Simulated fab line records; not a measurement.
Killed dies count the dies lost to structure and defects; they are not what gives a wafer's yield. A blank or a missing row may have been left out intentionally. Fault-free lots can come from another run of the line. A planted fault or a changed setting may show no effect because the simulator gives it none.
fab line records	flow n5Finfet	part 1 of 2: steps 1 to 4 of 6
record lots=24	wafers=72	lastDay=18
route steps=1938 shown FIN_SAQP@146 DUMMY_GATE@219
lots that met no fault: taken from a fault-free run of the same line
startH: hours from the record's first day to the start of the lot's first wafer shown	waitH: how many hours have passed since the lot's step before this one	" same as the row above	L1.1+2: a row that stands for several wafers	- either no value or no given start	* or withheld: withheld	< > ~ a bound
route shown NAME@n: NAME is a module with steps in the file, n the number in the route of the first one	usual: the fault-free wafers' mean and standard deviation	same: alike in all rows	chamber/n: place in a boat	sites: per-site readings	_std_site: the values' standard deviation	_edge_site: outer sites' mean less inner sites'	radiusMm: for every site, how far away it sits from the centre of the wafer	mask NAME#n: copy n	behind: the most recent tool/chamber to have shaped the wafer	hold: the reason the lot was held/the length of the hold in hours/how it ended	device: the n, p or np transistor that did not switch	end of line: the same wafers' tests at the end of the route	a step with no rows: only its recipe	killed: the dies lost at the first sort to structure and to defects; this is not the yield of the wafer	map: a wafer's dies, x killed, . not, _ none there
set.NAME: setting as actually run; set.NAME@STEP: the setting as run at that earlier step	model.NAME: the simulator's own value behind a step, which no gauge read
the route's steps for a sample of lots (tables are steps, rows are wafers)
services: a tool's chamber out of use, with start hour (startH, from the record's first day; less than 0 if before it), hours out, and reason
## steps
# step N5_FIN_SAQP_ETCH_64
# recipe chemistry=CF4	target=SiO2	targetDepthA=15	ionEnergyEv=350	pressureMtorr=10	icpW=800	biasW=400	cf4FlowSccm=80
# usual biasW=400.2/1.2	drypumpMotorCurrentA=5.8/0.42	oesProductAu=0.998/0.021	throttleValvePct=21.73/0.24
lot.wafer	tool	chamber	startH	waitH	biasW	drypumpMotorCurrentA	oesProductAu	rfHoursCounterH	throttleValvePct
L074.1	rieSi-06	0	26.15	0.0	402.6	6.0	0.965	53	21.47
L074.3	"	3	"	"	401.9	5.7	1.034	129	21.86
L074.6	"	1	"	"	400.4	6.5	0.994	-	21.90
L075.1	rieSi-06	2	33.92	0.0	401.7	5.5	0.988	103	21.69
L075.3	"	0	"	"	399.3	5.9	0.968	53	21.45
L075.4	"	3	"	"	400.6	5.7	1.040	129	21.87
L076.1	rieSi-06	2	37.46	0.0	400.8	5.5	0.977	103	21.68
L076.3	"	0	"	"	401.8	6.0	0.964	53	21.46
L076.6	"	0	"	"	401.8	6.0	0.956	-	21.47
L077.1	rieSi-01	0	44.35	0.0	399.7	5.3	1.006	131	21.79
L077.3	"	3	"	"	401.5	6.7	0.978	79	21.79
L077.6	"	1	"	"	400.1	5.3	1.022	-	21.64
L078.2	rieSi-01	2	50.85	0.0	401.3	5.8	0.988	47	21.37
L078.4	"	1	"	"	400.1	5.3	1.030	-	21.66
L078.5	"	3	"	"	399.4	6.7	0.990	-	21.80
L079.1	rieSi-06	1	59.57	0.0	398.1	6.5	0.994	55	21.90
L079.3	"	3	"	"	398.8	5.7	1.030	129	21.87
L079.4	"	0	"	"	400.9	6.0	0.963	53	21.46
L080.2	rieSi-04	1	63.61	0.0	401.4	6.4	0.975	5	21.43
L080.4	"	2	"	"	402.0	5.5	1.005	4	21.65
L080.5	"	2	"	"	401.4	5.5	1.005	-	21.64
L081.1	rieSi-06	1	68.08	0.0	399.7	6.5	0.988	55	21.92
L081.4	"	0	"	"	398.1	5.9	0.959	53	21.46
L081.5	"	0	"	"	399.8	5.9	0.955	-	21.46
L082.1	rieSi-01	1	74.28	0.0	400.6	5.3	1.017	2	21.67
L082.3	"	3	"	"	401.9	6.7	0.979	79	21.81
L082.5	"	1	"	"	399.5	5.3	1.026	-	21.66
L083.1	rieSi-01	1	80.13	0.0	401.6	5.3	1.016	2	21.66
L083.5	"	1	"	"	402.0	5.3	1.019	-	21.64
L083.6	"	0	"	"	397.5	5.3	1.021	-	21.81
L084.2	rieSi-06	1	86.11	0.0	400.8	6.5	0.988	56	21.90
L084.3	"	0	"	"	400.7	6.0	0.966	54	21.47
L084.5	"	2	"	"	398.4	5.6	0.985	-	21.68
L085.3	rieSi-01	0	93.27	0.0	398.7	5.3	1.011	132	21.80
L085.5	"	2	"	"	401.3	5.7	0.989	-	21.37
L085.6	"	1	"	"	401.0	5.3	1.013	-	21.66
L086.1	rieSi-04	1	99.38	0.0	400.0	6.4	0.989	6	21.43
L086.3	"	0	"	"	398.9	5.8	0.966	79	22.24
L086.4	"	2	"	"	401.8	5.4	1.008	4	21.64
L087.2	rieSi-06	3	105.75	0.0	400.1	5.7	1.027	130	21.87
L087.3	"	1	"	"	400.8	6.5	0.998	56	21.89
L087.5	"	2	"	"	402.2	5.6	0.989	-	21.71
L088.1	rieSi-01	3	110.95	0.0	401.4	6.6	0.988	80	21.78
L088.4	"	0	"	"	398.9	5.3	1.013	132	21.82
L088.5	"	1	"	"	401.1	5.3	1.023	-	21.66
L089.1	rieSi-04	2	115.80	0.0	398.7	5.5	1.015	5	21.65
L089.5	"	2	"	"	399.6	5.5	1.006	-	21.64
L089.6	"	3	"	"	400.4	5.8	1.002	-	22.19
L090.1	rieSi-06	2	124.79	0.0	399.8	5.6	0.979	105	21.66
L090.3	"	0	"	"	399.3	6.0	0.962	54	21.47
L090.5	"	0	"	"	398.1	5.9	0.957	-	21.44
L091.3	rieSi-01	3	129.85	0.0	400.0	6.7	0.976	80	21.79
L091.4	"	0	"	"	398.9	5.3	1.004	132	21.80
L091.6	"	1	"	"	402.3	5.3	1.022	-	21.67
L092.3	rieSi-06	1	136.02	0.0	400.5	6.5	0.997	57	21.90
L092.4	"	2	"	"	401.5	5.6	1.002	105	21.70
L092.6	"	2	"	"	400.4	5.6	0.985	-	21.67
L093.3	rieSi-01	3	146.22	0.0	399.4	6.7	0.977	80	21.80
L093.4	"	1	"	"	400.1	5.3	1.021	3	21.65
L093.6	"	2	"	"	400.4	5.8	0.984	-	21.38
L094.1	rieSi-06	2	147.43	0.0	398.3	5.6	0.983	105	21.69
L094.5	"	0	"	"	402.1	6.0	0.958	-	21.45
L094.6	"	3	"	"	401.3	5.6	1.025	-	21.87
L095.2	rieSi-04	0	152.12	0.0	400.3	5.8	0.972	80	22.22
L095.4	"	3	"	"	401.0	5.8	1.009	-	22.18
L095.6	"	1	"	"	399.7	6.4	0.991	-	21.42
L096.1	rieSi-04	3	160.85	0.0	399.1	5.8	0.999	191	22.17
L096.5	"	2	"	"	400.7	5.5	1.021	-	21.64
L096.6	"	3	"	"	400.7	5.8	1.011	-	22.18
L097.1	rieSi-04	0	163.33	0.0	399.8	5.8	0.986	81	22.22
L097.2	"	1	"	"	397.4	6.4	0.994	7	21.43
L097.3	"	3	"	"	399.8	5.8	1.010	191	22.18
# step N5_FIN_SAQP_CD_MEAS_37
# recipe targetCdNm=8	polarity=line
# usual cdNm=8.16/0.27
lot.wafer	tool	chamber	startH	waitH	cdNm
L074.1	cdSem-02	-	26.29	0.1	8.22
L074.3	"	-	"	"	8.41
L074.6	"	-	"	"	8.23
L075.1	cdSem-01	-	34.06	0.1	8.07
L075.3	"	-	"	"	8.30
L075.4	"	-	"	"	8.49
L076.1	cdSem-03	-	37.60	0.1	7.71
L076.3	"	-	"	"	8.34
L076.6	"	-	"	"	7.78
L077.1	cdSem-02	-	44.49	0.1	7.78
L077.3	"	-	"	"	8.21
L077.6	"	-	"	"	8.38
L078.2	cdSem-02	-	50.99	0.1	8.34
L078.4	"	-	"	"	8.19
L078.5	"	-	"	"	7.46
L079.1	cdSem-01	-	59.71	0.1	8.01
L079.3	"	-	"	"	7.90
L079.4	"	-	"	"	8.29
L080.2	cdSem-02	-	63.75	0.1	8.50
L080.4	"	-	"	"	8.42
L080.5	"	-	"	"	8.34
L081.1	cdSem-02	-	68.22	0.1	7.93
L081.4	"	-	"	"	7.83
L081.5	"	-	"	"	7.94
L082.1	cdSem-01	-	74.42	0.1	8.58
L082.3	"	-	"	"	7.94
L082.5	"	-	"	"	8.33
L083.1	cdSem-01	-	80.27	0.1	8.26
L083.5	"	-	"	"	8.01
L083.6	"	-	"	"	8.14
L084.2	cdSem-03	-	86.25	0.1	8.20
L084.3	"	-	"	"	7.98
L084.5	"	-	"	"	7.81
L085.3	cdSem-02	-	93.42	0.1	8.38
L085.5	"	-	"	"	7.79
L085.6	"	-	"	"	8.51
L086.1	cdSem-03	-	99.52	0.1	8.37
L086.3	"	-	"	"	8.29
L086.4	"	-	"	"	8.11
L087.2	cdSem-03	-	105.89	0.1	8.66
L087.3	"	-	"	"	7.90
L087.5	"	-	"	"	8.06
L088.1	cdSem-02	-	111.08	0.1	8.00
L088.4	"	-	"	"	8.18
L088.5	"	-	"	"	8.51
L089.1	cdSem-01	-	115.93	0.1	8.12
L089.5	"	-	"	"	7.76
L089.6	"	-	"	"	7.72
L090.1	cdSem-01	-	124.93	0.1	8.23
L090.3	"	-	"	"	8.42
L090.5	"	-	"	"	8.12
L091.3	cdSem-03	-	130.00	0.1	7.78
L091.4	"	-	"	"	8.45
L091.6	"	-	"	"	8.16
L092.3	cdSem-03	-	136.16	0.1	7.85
L092.4	"	-	"	"	8.23
L092.6	"	-	"	"	8.11
L093.3	cdSem-01	-	146.37	0.1	8.01
L093.4	"	-	"	"	8.07
L093.6	"	-	"	"	8.12
L094.1	cdSem-02	-	147.57	0.1	7.95
L094.5	"	-	"	"	8.24
L094.6	"	-	"	"	8.50
L095.2	cdSem-01	-	152.26	0.1	7.91
L095.4	"	-	"	"	8.41
L095.6	"	-	"	"	8.23
L096.1	cdSem-03	-	160.99	0.1	8.05
L096.5	"	-	"	"	8.07
L096.6	"	-	"	"	7.99
L097.1	cdSem-03	-	163.47	0.1	8.35
L097.2	"	-	"	"	8.63
L097.3	"	-	"	"	8.47
# step N5_DUMMY_GATE_THK_MEAS_05
# usual thkNm=72.3/1.3
lot.wafer	tool	chamber	startH	waitH	thkNm
L074.1	filmMetro-01	-	41.70	0.1	71.7
L074.3	"	-	"	"	73.5
L074.6	"	-	"	"	72.0
L075.1	filmMetro-01	-	50.32	0.1	73.2
L075.3	"	-	"	"	73.5
L075.4	"	-	"	"	73.7
L076.1	filmMetro-01	-	60.72	0.2	72.6
L076.3	"	-	"	"	72.5
L076.6	"	-	"	"	72.9
L077.1	filmMetro-01	-	61.05	0.1	73.8
L077.3	"	-	"	"	70.7
L077.6	"	-	"	"	71.4
L078.2	filmMetro-02	-	68.97	0.2	72.4
L078.4	"	-	"	"	71.0
L078.5	"	-	"	"	73.5
L079.1	filmMetro-01	-	74.12	0.2	73.0
L079.3	"	-	"	"	73.4
L079.4	"	-	"	"	74.0
L080.2	filmMetro-02	-	78.50	0.2	74.0
L080.4	"	-	"	"	73.4
L080.5	"	-	"	"	71.7
L081.1	filmMetro-02	-	82.92	0.2	73.5
L081.4	"	-	"	"	73.6
L081.5	"	-	"	"	73.6
L082.1	filmMetro-01	-	88.98	0.1	73.5
L082.3	"	-	"	"	73.0
L082.5	"	-	"	"	71.6
L083.1	filmMetro-01	-	95.48	0.2	71.7
L083.5	"	-	"	"	70.9
L083.6	"	-	"	"	74.2
L084.2	filmMetro-02	-	101.01	0.1	73.0
L084.3	"	-	"	"	75.3
L084.5	"	-	"	"	74.9
L085.3	filmMetro-02	-	109.67	0.2	71.8
L085.5	"	-	"	"	72.7
L085.6	"	-	"	"	70.1
L086.1	filmMetro-02	-	115.99	0.2	71.0
L086.3	"	-	"	"	70.0
L086.4	"	-	"	"	71.6
L087.2	filmMetro-01	-	121.53	0.1	72.3
L087.3	"	-	"	"	71.4
L087.5	"	-	"	"	72.4
L088.1	filmMetro-02	-	127.12	0.1	73.0
L088.4	"	-	"	"	71.0
L088.5	"	-	"	"	72.2
L089.1	filmMetro-01	-	130.76	0.1	69.8
L089.5	"	-	"	"	72.1
L089.6	"	-	"	"	72.8
L090.1	filmMetro-01	-	142.09	0.1	73.4
L090.3	"	-	"	"	70.5
L090.5	"	-	"	"	70.5
L091.3	filmMetro-01	-	145.12	0.1	72.6
L091.4	"	-	"	"	73.2
L091.6	"	-	"	"	70.2
L092.3	filmMetro-02	-	150.76	0.2	71.0
L092.4	"	-	"	"	72.9
L092.6	"	-	"	"	70.0
L093.3	filmMetro-01	-	162.58	0.2	74.3
L093.4	"	-	"	"	72.3
L093.6	"	-	"	"	75.0
L094.1	filmMetro-01	-	166.23	0.2	69.4
L094.5	"	-	"	"	70.8
L094.6	"	-	"	"	68.6
L095.2	filmMetro-02	-	169.88	0.2	73.2
L095.4	"	-	"	"	74.6
L095.6	"	-	"	"	72.6
L096.1	filmMetro-02	-	180.50	0.1	72.3
L096.5	"	-	"	"	72.6
L096.6	"	-	"	"	72.0
L097.1	filmMetro-02	-	183.42	0.1	69.2
L097.2	"	-	"	"	72.2
L097.3	"	-	"	"	72.1
# step N5_DUMMY_GATE_TRIM_49
# recipe chemistry=O2	resist=SOC	timeS=29	targetCdNm=14	sourcePowerW=300	biasPowerW=0	O2_flow_sccm=100	tempC=20
# usual drypumpMotorCurrentA=5.6/0.46	oesProductAu=1.001/0.014	throttleValvePct=8.17/0.17
# same biasPowerW=0
lot.wafer	tool	chamber	startH	waitH	drypumpMotorCurrentA	oesProductAu	rfHoursCounterH	throttleValvePct
L074.1	rieSi-05	3	46.47	0.0	5.2	1.012	92	8.13
L074.3	"	1	"	"	5.7	0.993	106	8.21
L074.6	"	2	"	"	6.3	0.993	-	7.99
L075.1	rieSi-02	0	54.98	0.0	5.7	1.000	82	8.07
L075.3	"	3	"	"	5.5	1.014	174	8.41
L075.4	"	1	"	"	5.4	1.007	128	8.40
L077.1	rieSi-05	2	65.71	0.0	6.3	0.995	63	8.00
L077.3	"	3	"	"	5.2	1.021	93	8.11
L077.6	"	1	"	"	5.8	0.997	-	8.23
L076.1	rieSi-03	1	67.50	0.0	6.5	0.999	115	8.22
L076.3	"	2	"	"	5.8	1.012	71	7.85
L076.6	"	0	"	"	5.6	0.993	-	8.26
L078.2	rieSi-03	0	73.63	0.0	5.6	0.987	83	8.27
L078.4	"	2	"	"	5.8	1.002	-	7.87
L078.5	"	1	"	"	6.5	1.000	-	8.23
L079.1	rieSi-02	2	78.91	0.0	5.0	0.971	162	8.05
L079.3	"	1	"	"	5.4	1.015	129	8.43
L079.4	"	0	"	"	5.6	0.996	82	8.05
L080.2	rieSi-03	1	83.25	0.0	6.5	0.996	115	8.24
L080.4	"	2	"	"	5.8	1.011	-	7.86
L080.5	"	0	"	"	5.5	0.993	-	8.26
L081.1	rieSi-02	1	87.58	0.0	5.4	1.009	129	8.42
L081.4	"	0	"	"	5.7	0.996	82	8.05
L081.5	"	2	"	"	4.9	0.992	-	8.05
L082.1	rieSi-05	2	93.75	0.0	6.3	0.994	63	8.00
L082.3	"	1	"	"	5.7	1.002	107	8.20
L082.5	"	2	"	"	6.3	0.988	-	7.99
L083.1	rieSi-02	3	100.27	0.0	5.4	1.011	175	8.41
L083.5	"	3	"	"	5.5	1.010	-	8.40
L083.6	"	2	"	"	4.9	0.979	-	8.05
L084.2	rieSi-02	1	105.80	0.0	5.4	1.023	129	8.42
L084.3	"	0	"	"	5.6	0.992	83	8.06
L084.5	"	3	"	"	5.5	1.011	-	8.40
L085.3	rieSi-03	1	114.32	0.0	6.5	0.991	116	8.21
L085.5	"	3	"	"	6.1	1.022	-	8.02
L085.6	"	0	"	"	5.6	0.987	-	8.26
L086.1	rieSi-03	1	120.77	0.0	6.5	1.001	116	8.23
L086.3	"	0	"	"	5.6	0.995	84	8.27
L086.4	"	3	"	"	6.1	1.023	1	8.01
L087.2	rieSi-02	3	126.30	0.0	5.5	1.014	175	8.42
L087.3	"	0	"	"	5.7	0.996	83	8.07
L087.5	"	3	"	"	5.5	1.019	-	8.42
L088.1	rieSi-05	0	131.78	0.0	5.1	1.022	50	8.17
L088.4	"	2	"	"	6.3	0.980	64	8.00
L088.5	"	3	"	"	5.2	1.008	-	8.11
L089.1	rieSi-02	1	135.42	0.0	5.4	1.012	130	8.44
L089.5	"	3	"	"	5.5	1.015	-	8.40
L089.6	"	2	"	"	4.9	0.967	-	8.05
L090.1	rieSi-02	1	146.76	0.0	5.4	1.002	130	8.42
L090.3	"	2	"	"	4.9	0.987	163	8.03
L090.5	"	0	"	"	5.7	0.986	-	8.05
L091.3	rieSi-05	3	149.77	0.0	5.2	1.010	94	8.12
L091.4	"	1	"	"	5.8	1.001	108	8.22
L091.6	"	0	"	"	5.1	1.019	-	8.17
L092.3	rieSi-05	2	155.52	0.0	6.3	0.977	64	7.99
L092.4	"	0	"	"	5.1	1.009	50	8.17
L092.6	"	0	"	"	5.1	1.002	-	8.17
L093.3	rieSi-03	3	167.31	0.0	6.1	1.028	1	8.00
L093.4	"	2	"	"	5.8	1.009	73	7.85
L093.6	"	2	"	"	5.8	1.026	-	7.86
L094.1	rieSi-03	0	173.20	0.0	5.5	0.994	84	8.26
L094.5	"	2	"	"	5.8	1.020	-	7.86
L094.6	"	1	"	"	6.5	0.999	-	8.24
L095.2	rieSi-02	1	174.57	0.0	5.4	1.022	131	8.41
L095.4	"	3	"	"	5.5	1.011	177	8.40
L095.6	"	3	"	"	5.4	1.007	-	8.41
L096.1	rieSi-02	0	185.48	0.0	5.6	0.987	84	8.06
L096.5	"	0	"	"	5.6	0.988	-	8.06
L096.6	"	3	"	"	5.5	1.016	-	8.40
L097.1	rieSi-03	2	189.24	0.0	5.8	1.013	73	7.85
L097.2	"	0	"	"	5.6	0.988	85	8.28
L097.3	"	3	"	"	6.1	1.024	1	7.99
